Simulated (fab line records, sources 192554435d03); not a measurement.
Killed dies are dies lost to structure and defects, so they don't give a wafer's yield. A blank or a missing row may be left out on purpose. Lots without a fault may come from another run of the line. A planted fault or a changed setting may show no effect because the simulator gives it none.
A struck lot beside a sound one | flow n5_finfet | 41 steps out of a route of 1938
Sound: wafers L133.3, L133.4, L133.6. Struck: wafer L144.3. (L144.1 of the same lot was not struck and is left out.) The cause comes at the end.
At each step with rows: each side's tool, then ch and its chambers, then its first start. Under that, the readings that differ: sound wafers | struck wafers | difference of the means | sigmas: that difference in standard deviations of wafers without a fault.
alike: readings whose means differ by less than 2 such deviations, and words and numbers that are the same on both sides. not compared: withheld readings, readings that some wafer has no value for, bounds like >300 that may hide the same value, and numbers for which the record gives no deviation and whose values overlap.
The two part at a step that has a row with sigmas, a row that says differs or no value, or rows on one side only. Numbers that don't overlap but have no deviation are shown without sigmas and don't part them. A reading that every wafer of one side lacks parts them only if that side has two wafers or more.

first, 9 steps without rows for these wafers: N5_BEOL_M0_SAQP_COAT_82 (time 60 s, resist thk 30 nm); N5_BEOL_M0_SAQP_COAT_08 (resist thk 90 nm); N5_BEOL_M0_SAQP_EBR_10; N5_BEOL_M0_SAQP_SOFTBAKE_09 (time 60 s); N5_BEOL_M0_SAQP_EXPOSE_11 (exposes mask M0 CORE, target cd 42 nm); N5_BEOL_M0_SAQP_PEB_12 (peb time 60 s); N5_BEOL_M0_SAQP_DEVELOP_13 (develop time 30 s); N5_BEOL_M0_SAQP_DESCUM_19 (chemistry O2, time 7.9 s); N5_BEOL_M0_SAQP_ETCH_83 (etches SiARC in CF4, target depth 39 nm, time 65 s).
N5_BEOL_M0_SAQP_ETCH_84: etches SOC in N2/H2, target depth 100 nm, overetch 20 nm, time 150 s.
  sound on rie_diel-04 ch 0,1,3, day 7 04:22; struck on rie_diel-04 ch 3, day 10 00:11
  reading                                         | sound             | struck | difference | sigmas
  oes_product_au (a.u.)                           | 0.69 0.66 0.74    | 0.57   | -0.13      | -2
  model.etch.depth_nm (nm)                        | 100.4 100.3 100.2 | 79.83  | -20.47     |
  model.SiARC_of_BEOL_M0_SAQP_COAT_82.thk_nm (nm) | 24.6 24.4 24.4    | 26.4   | +1.9       |
  alike: drypump_motor_current_A, rf_vpp_V, showerhead_plenum_p_Torr, throttle_valve_pct
  not compared: rf_hours_counter_h
then, 1 step without rows for these wafers: N5_BEOL_M0_SAQP_STRIP_80 (strips in N2/H2).
N5_BEOL_M0_SAQP_HM_OPEN_112: chemistry CHF3/O2, target SiO2, stops on a-Si, target depth 12 nm, time 13.5 s.
  sound on rie_diel-04 ch 0,1,3, day 7 04:28; struck on rie_diel-04 ch 3, day 10 00:17
  reading                                         | sound          | struck | difference | sigmas
  oes_product_au (a.u.)                           | 0.50 0.48 0.55 | 0.30   | -0.21      | -5
  model.SiARC_of_BEOL_M0_SAQP_COAT_82.thk_nm (nm) | 5.6 5.4 4.6    | 6.8    | +1.6       |
  alike: drypump_motor_current_A, oes_ar_750_au, rf_vpp_V, showerhead_plenum_p_Torr, throttle_valve_pct
  not compared: rf_hours_counter_h
then, 1 step without rows for these wafers: N5_BEOL_M0_SAQP_STRIP_113 (strips in CHF3/O2).
N5_BEOL_M0_SAQP_MANDREL_ETCH_20: etches a-Si in HBr/Cl2, stops on SiNx, target depth 60 nm, bt time 10 s, time 30 s.
  sound on rie_si-06 ch 0,3, day 7 04:33; struck on rie_si-01 ch 2, day 10 00:23
  reading                | sound             | struck | difference | sigmas
  oes_product_au (a.u.)  | 0.782 0.748 0.778 | 0.326  | -0.443     | -34
  throttle_valve_pct (%) | 35.1 35.6 35.0    | 36.3   | +1.1       | +3
  alike: drypump_motor_current_A, he_backside_leak_sccm
  not compared: rf_hours_counter_h
then, 5 steps without rows for these wafers: N5_BEOL_M0_SAQP_STRIP_86 (strips in N2/H2); N5_BEOL_M0_SAQP_STRIP_115 (strips in post etch residue remover, time 60 s); N5_BEOL_M0_SAQP_SRD_93 (time 30 s); N5_BEOL_M0_SAQP_RECESS_114 (chemistry HF/NH3, target SiO2, target depth 14.4 nm, afs cycles 3, sublimation time 60 s); N5_BEOL_M0_SAQP_SPACER1_ALD_98 (deposits SiO2, target thk 12.8 nm, pulse time 1 s, purge time 2 s).
N5_BEOL_M0_SAQP_SPACER1_ETCHBACK_99: etches SiO2 in CHF3/O2, target depth 15.4 nm, time 7.7 s.
  sound on rie_diel-02 ch 0,1,3, day 7 05:52; struck on rie_diel-03 ch 1, day 10 01:28
  reading               | sound          | struck | difference | sigmas
  oes_product_au (a.u.) | 0.69 0.88 0.69 | 0.26   | -0.49      | -6
  alike: drypump_motor_current_A, oes_ar_750_au, rf_vpp_V, showerhead_plenum_p_Torr, throttle_valve_pct
  not compared: rf_hours_counter_h
N5_BEOL_M0_SAQP_MANDREL1_REMOVE_100: chemistry HBr/Cl2/O2, target a-Si, stops on SiNx, bt time 10 s.
  sound on rie_si-04 ch 1,2,3, day 7 05:58; struck on rie_si-01 ch 3, day 10 01:33
  reading                       | sound             | struck | difference | sigmas
  oes_product_au (a.u.)         | 0.983 0.995 0.998 | 0.369  | -0.623     | -37
  model.BEOL_M0_SAQP.cd_nm (nm) | 12.8 12.8 12.8    | 43.4   | +30.6      |
  alike: drypump_motor_current_A, he_backside_leak_sccm, throttle_valve_pct
  not compared: rf_hours_counter_h
N5_BEOL_M0_SAQP_CD_MEAS_25: target cd 13.1 nm.
  sound on cd_sem-03 ch 0, day 7 06:04; struck on cd_sem-03 ch 0, day 10 01:40
  not compared: cd_nm
then, 12 steps without rows for these wafers: N5_BEOL_M0_SAQP_ETCH_101 (etches SiNx in CH3F/O2, target depth 29.9 nm, time 42.7 s); N5_BEOL_M0_SAQP_ETCH_102 (etches SiO2 in CF4, target depth 4 nm, time 4.4 s); N5_BEOL_M0_SAQP_MANDREL_ETCH_103 (etches a-Si in HBr/Cl2, stops on SiCN, target depth 45 nm, bt time 10 s, time 27 s); N5_BEOL_M0_SAQP_RECESS_104 (chemistry HF/NH3, target SiO2, target depth 18 nm, afs cycles 3, sublimation time 60 s); N5_BEOL_M0_SAQP_COAT_105 (time 60 s, resist thk 100 nm); N5_BEOL_M0_SAQP_ETCH_106 (etches SOC in N2/H2, stops on SiNx, target depth 150 nm); N5_BEOL_M0_SAQP_ETCH_107 (etches SiNx in CH3F/O2, target depth 30 nm); N5_BEOL_M0_SAQP_STRIP_108 (strips in N2/H2); N5_BEOL_M0_SAQP_RECESS_109 (chemistry HF/NH3, target SiO2, target depth 3 nm, afs cycles 1, sublimation time 60 s); N5_BEOL_M0_SAQP_SPACER2_ALD_26 (deposits SiO2, target thk 15 nm, pulse time 1 s, purge time 2 s); N5_BEOL_M0_SAQP_SPACER2_ETCHBACK_27 (etches SiO2 in CHF3/O2, target depth 22.5 nm, time 11.25 s); N5_BEOL_M0_SAQP_MANDREL2_REMOVE_110 (chemistry HBr/Cl2/O2, target a-Si, stops on SiCN, bt time 10 s).
N5_BEOL_M0_SAQP_CD_MEAS_29: target cd 14.4 nm.
  sound on cd_sem-01 ch 0, day 7 08:02; struck on cd_sem-03 ch 0, day 10 03:25
  not compared: cd_nm
then, 4 steps without rows for these wafers: N5_BEOL_M0_SAQP_COAT_69 (time 60 s, resist thk 90 nm); N5_BEOL_M0_SAQP_COAT_72 (time 60 s, resist thk 15 nm); N5_BEOL_M0_SAQP_COAT_87 (time 60 s, resist thk 5 nm); N5_BEOL_M0_SAQP_COAT_34 (resist thk 30 nm).
N5_BEOL_M4_RC_MEAS_101:
  the record has rows for the sound wafers here (prober-01 ch 0, day 10 07:38) and none for the struck ones
-- the record jumps here: 7 days lie between the struck wafers' starts before and after (it left off in module BEOL_M4 and takes up again in module PASSIVATION, whose first step shown is number 1936 of the route) --
N5_PASSIVATION_PROBE_49:
  sound on prober-02, day 15 04:38; struck on prober-02, day 17 11:35
  reading                  | sound          | struck | difference | sigmas
  defect_limited_yield (%) | 91.4 88.6 89.7 | 0      | -90        | -64
  killed_at_M0_to_M3       | 48 44 49       | 1108   | +1061      | +96
  killed_dies              | 101 135 122    | 1180   | +1061      | +62
  killed_on_rim            | 10 16 20       | 152    | +137       | +33
  sort_bin_5_function (%)  | 5.7 7.0 6.3    | 97.4   | +91.1      | +93
  sort_n_pass              | 1079 1045 1058 | 0      | -1061      | -51
  sort_yield_pct (%)       | 91.4 88.6 89.7 | 0      | -90        | -53
  alike: killed_at_M4_up, killed_at_contacts, killed_at_front_end, killed_at_other, killed_open, killed_short, sort_bin_6_memory

WHERE THEY PART
First at N5_BEOL_M0_SAQP_ETCH_84; last, within this record, at N5_PASSIVATION_PROBE_49.

WHY: what the simulator had put in
Process parameter drift: rie_diel-04, from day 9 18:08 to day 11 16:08, at N5_BEOL_M0_SAQP_ETCH_84. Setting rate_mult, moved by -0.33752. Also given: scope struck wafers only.
